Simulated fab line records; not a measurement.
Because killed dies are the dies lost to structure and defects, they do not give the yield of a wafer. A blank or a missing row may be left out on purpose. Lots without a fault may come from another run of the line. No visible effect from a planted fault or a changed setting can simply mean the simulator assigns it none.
Struck lot and sound lot, side by side + flow n5Finfet + 37 out of 1938 route steps
Sound: the wafers L636.1, L636.4, L636.6. Wafers struck: L654.3, L654.5, L654.6. Last of all comes the cause.
Order at every step that has rows: each side's tool, ch and its chambers, its first start. Under that, the readings that differ: sound wafers + struck wafers + difference of the means + sigmas: that difference in standard deviations of wafers without a fault.
alike: readings with means less than 2 such deviations apart, plus words and numbers identical on both sides. not compared: withheld readings, readings lacking a value on some wafer, bounds such as >300 that could conceal the same value, and numbers that have no deviation in the record and whose values overlap.
The two part at a step that has a row with sigmas, a row that says differs or no value, or rows on one side only. Non-overlapping numbers with no deviation appear without sigmas and do not part them. Lack of a reading on every wafer of one side parts them only where that side has two or more wafers.

first, 9 steps without rows for these wafers: N5_STI_FIN_REVEAL_SRD_21 (time 30 s); N5_STI_FIN_REVEAL_OXIDATION_33 (chemistry O2 PLASMA REMOTE, time 20 s); N5_STI_FIN_REVEAL_CLEAN_19 (cleans in O3/DIW, time 120 s); N5_STI_FIN_REVEAL_SRD_23 (time 30 s); N5_STI_FIN_REVEAL_PRECLEAN_18 (cleans in SC2, time 45 s); N5_STI_FIN_REVEAL_SRD_28 (time 30 s); N5_DUMMY_GATE_PRECLEAN_00 (cleans in O3/DIW, time 60 s); N5_DUMMY_GATE_SRD_01 (time 30 s); N5_DUMMY_GATE_ALD_02 (deposits SiO2, target thk 2 nm, pulse time 1 s).
N5_DUMMY_GATE_CVD_03: deposits a-Si from SiH4, target thk 150 nm, time 8042 s.
  sound on lpcvd-01 ch 1/104,1/114,1/90, day 3 00:47; struck on lpcvd-01 ch 1/25,1/34,1/39, day 7 07:35
| reading                                    | sound           | struck         | difference | sigmas |
|--------------------------------------------|-----------------|----------------|------------|--------|
| model.a-Si_of_DUMMY_GATE_CVD_03.thkNm (nm) | 150.4 149 149.4 | 66.8 67.2 67.2 | -82.5      |        |
  alike: spikeTcUpperC
then, 2 steps without rows for these wafers: N5_DUMMY_GATE_PRECLEAN_46 (cleans in DIW, time 89.5 s); N5_DUMMY_GATE_SRD_47 (dry time 32 s).
N5_DUMMY_GATE_CMP_04: polishes a-Si.
  sound on cmp-01 ch 0,2,3, day 3 04:36; struck on cmp-04 ch 0,1,2, day 7 11:26
| reading                                    | sound          | struck         | difference                    | sigmas |
|--------------------------------------------|----------------|----------------|-------------------------------|--------|
| timeToEndpointS (s)                        | 8.5 9.7 14.0   | - - -          | no value on the struck wafers |        |
| model.a-Si_of_DUMMY_GATE_CVD_03.thkNm (nm) | 71.6 71.8 74.6 | 66.8 67.2 67.2 | -5.6                          |        |
  alike: motorCurrentA
then, 21 steps without rows for these wafers: N5_DUMMY_GATE_HM_DEP_06 (deposits SiNx from DCS/NH3, target thk 80 nm, time 5141 s); N5_DUMMY_GATE_PECVD_30 (deposits SiO2 from TEOS/O2, target thk 55 nm, time 10.8 s); N5_DUMMY_GATE_COAT_34 (time 60 s, resist thk 60 nm); N5_DUMMY_GATE_COAT_35 (time 60 s, resist thk 10 nm); N5_DUMMY_GATE_COAT_28 (time 60 s, resist thk 10 nm); N5_DUMMY_GATE_COAT_09 (resist thk 30 nm); N5_DUMMY_GATE_EBR_11; N5_DUMMY_GATE_SOFTBAKE_10 (time 60 s); N5_DUMMY_GATE_EXPOSE_12 (exposes mask GATE, target cd 25 nm); N5_DUMMY_GATE_PEB_13 (peb time 60 s); N5_DUMMY_GATE_DEVELOP_14 (develop time 30 s); N5_DUMMY_GATE_DESCUM_20 (chemistry O2, time 6.2 s); N5_DUMMY_GATE_ETCH_29 (etches underlayer in N2/H2, target depth 13 nm); N5_DUMMY_GATE_ETCH_36 (etches SiARC in CF4, target depth 13 nm); N5_DUMMY_GATE_ETCH_37 (etches SOC in N2/H2, target depth 60 nm, overetch 30 nm); N5_DUMMY_GATE_STRIP_38 (strips in N2/H2); N5_DUMMY_GATE_STRIP_39 (strips in N2/H2); N5_DUMMY_GATE_TRIM_49 (chemistry O2, time 29 s, target cd 14 nm); N5_DUMMY_GATE_STRIP_40 (strips in CF4); N5_DUMMY_GATE_ETCH_31 (etches SiO2 in C4F6/O2, target depth 82.5 nm, time 27.5 s); N5_DUMMY_GATE_STRIP_41 (strips in O2).
N5_DUMMY_GATE_ETCH_44: etches poly-Si in HBr/O2, stops on SiO2, target depth 127.5 nm.
  sound on rieSi-03 ch 0,2,3, day 3 10:57; struck on rieSi-01 ch 2,3, day 7 17:07
| reading                              | sound             | struck            | difference | sigmas |
|--------------------------------------|-------------------|-------------------|------------|--------|
| model.etch.depthNm (nm)              | 71.67 71.73 74.51 | 66.75 67.14 67.18 | -5.61      |        |
| model.DUMMY_GATE.featureDepthNm (nm) | 71.6 71.8 74.6    | 66.8 67.2 67.2    | -5.6       |        |
  alike: drypumpMotorCurrentA, oesProductAu, throttleValvePct
  not compared: rfHoursCounterH
N5_BEOL_M4_RC_MEAS_101:
  the record has rows for the sound wafers here (prober-01 ch 0, day 8 19:42) and none for the struck ones
-- record jumps: 11 days separate the struck wafers' starts on either side; left off in module BEOL_M4, taken up again in module PASSIVATION, whose first shown step is the route's number 1936 --
N5_PASSIVATION_PROBE_49:
  struck on prober-02, day 19 03:56; sound on prober-02, day 13 09:35
| reading          | sound       | struck         | difference | sigmas |
|------------------|-------------|----------------|------------|--------|
| killedAtFrontEnd | 34 57 48    | 1119 1083 1105 | +1056      | +96    |
| killedDies       | 108 118 109 | 1180 1180 1180 | +1068      | +63    |
| killedOnRim      | 17 13 16    | 152 152 152    | +137       | +33    |
  alike: killed_at_M0_to_M3, killed_at_M4_up, killedAtContacts, killedAtOther, killedOpen, killedShort

== WHERE THEY PART ==
At N5_DUMMY_GATE_CMP_04 first; at N5_PASSIVATION_PROBE_49 last (within this record only).

WHY: what the simulator had put in
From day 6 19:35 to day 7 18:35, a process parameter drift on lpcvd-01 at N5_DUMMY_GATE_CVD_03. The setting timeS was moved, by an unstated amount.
